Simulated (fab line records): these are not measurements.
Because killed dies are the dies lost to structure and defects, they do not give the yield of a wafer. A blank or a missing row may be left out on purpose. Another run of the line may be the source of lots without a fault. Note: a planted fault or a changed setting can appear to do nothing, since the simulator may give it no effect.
Matching of chambers | flow n5-finfet | N5_BEOL_M9_CURE_72 on uv-cure-02: 3 sister chambers
The step cures SiCOH lowk, time 120 s. 20 wafers are shown with their chamber, then 10 later ones without.

WAFERS PAIRED WITH THEIR CHAMBERS
wafer  | chamber | wafer_temp_C_max | lamp-power-pct (%)
L079.3 | 1       | 371.7            | 52.32
L079.4 | 1       | 372.0            | 52.23
L079.6 | 1       | 371.9            | 52.32
L081.2 | 1       | 372.1            | 52.23
L081.4 | 1       | 371.9            | 52.30
L081.5 | 1       | 371.4            | 52.34
L080.3 | 2       | 371.8            | 52.29
L080.4 | 2       | 371.8            | 52.30
L080.5 | 2       | 371.7            | 52.28
L082.1 | 0       | 371.2            | 52.31
L082.2 | 0       | 371.0            | 52.16
L082.5 | 0       | 371.4            | 52.38
L083.3 | 0       | 371.1            | 52.27
L083.5 | 0       | 370.8            | 52.28
L083.6 | 0       | 370.9            | 52.28
L084.2 | 0       | 371.0            | 52.23
L084.4 | 0       | 370.7            | 52.29
L084.6 | 0       | 371.0            | 52.28
L087.1 | 1       | 372.0            | 52.34
L087.2 | 1       | 371.4            | 52.38

SIGNATURES (averages over the wafers above)
reading          | chamber 0 | chamber 1 | chamber 2 | scatter within a chamber
wafer_temp_C_max | 371.011   | 371.800   | 371.767   | 0.227
lamp-power-pct   | 52.2756   | 52.3075   | 52.2900   | 0.053
Rule: a wafer's distance from a chamber is the root of the sum, over the readings, of the square of ((its reading less the chamber's mean) divided by the reading's scatter). If the next closest chamber is less than 2 further off than the closest, the wafer can't be placed; otherwise it belongs to the closest. The scatter: take each reading less its chamber's mean, square it, sum over the shown wafers, divide by the number of wafers less the number of chambers, and take the root.

WAFERS WHOSE CHAMBER IS MISSING
wafer  | wafer_temp_C_max | lamp-power-pct (%)
L087.3 | 371.9            | 52.34
L089.1 | 371.8            | 52.32
L089.2 | 371.6            | 52.30
L089.3 | 371.5            | 52.28
L091.2 | 371.3            | 52.37
L091.4 | 371.4            | 52.42
L091.6 | 371.3            | 52.27
L097.1 | 370.9            | 52.36
L097.2 | 371.3            | 52.27
L097.3 | 371.6            | 52.31

EACH ONE'S CHAMBER
wafer  | from the rows above          | in truth
L087.3 | can't be placed: 1 or 2      | 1
L089.1 | can't be placed: 1 or 2      | 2
L089.2 | can't be placed: 2 or 1 or 0 | 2
L089.3 | can't be placed: 2 or 1 or 0 | 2
L091.2 | can't be placed: 0 or 1 or 2 | 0
L091.4 | can't be placed: 1 or 2 or 0 | 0
L091.6 | can't be placed: 0 or 2 or 1 | 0
L097.1 | 0                            | 0
L097.2 | can't be placed: 0 or 2 or 1 | 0
L097.3 | can't be placed: 2 or 1 or 0 | 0
Correctly placed: 1 of 10. From these rows, 9 cannot be placed; in 9 the true chamber is one of the candidates. Number placed wrongly: 0.
